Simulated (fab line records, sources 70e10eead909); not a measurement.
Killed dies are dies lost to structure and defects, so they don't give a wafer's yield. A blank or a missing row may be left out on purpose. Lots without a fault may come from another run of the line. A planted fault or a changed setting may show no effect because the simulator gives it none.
Chamber matching | flow nand_harc | NHARC_P_ZERO_WELL_DESCUM_39 on rie_diel-06: 4 sister chambers
The step chemistry O2, time 3 s. 4 wafers are shown with their chamber, then 8 later ones without.

WAFERS WITH THEIR CHAMBER
wafer  | chamber | showerhead_plenum_p_Torr (Torr)
L086.4 | 3       | 1.89
L088.5 | 1       | 1.78
L089.6 | 2       | 1.99
L091.1 | 0       | 1.83

WAFERS WITHOUT THEIR CHAMBER
wafer  | showerhead_plenum_p_Torr (Torr)
L091.4 | 1.78
L091.5 | 1.99
L093.2 | 1.88
L093.4 | 1.83
L093.6 | 1.78
L095.1 | 1.83
L095.4 | 1.98
L095.6 | 1.83

WHICH CHAMBER EACH WENT THROUGH
wafer  | from the rows above | in truth
L091.4 | 1                   | 1
L091.5 | 2                   | 2
L093.2 | 3                   | 3
L093.4 | 0                   | 0
L093.6 | 1                   | 1
L095.1 | 0                   | 0
L095.4 | 2                   | 2
L095.6 | 0                   | 0
Placed correctly: 8 of 8. Can't be placed from these rows: 0. Placed wrongly: 0.
How it was worked out, from the rows above alone: a wafer's distance from a chamber is the root of the sum, over the readings, of the square of ((its reading less the chamber's mean) divided by the reading's scatter). The wafer belongs to the nearest chamber; if the next one is less than 2 further off, it can't be placed. A chamber's mean is the mean of its shown wafers. The scatter: with one shown wafer a chamber, the root of the mean of the squares of how far each hidden wafer lies from its nearest shown one.
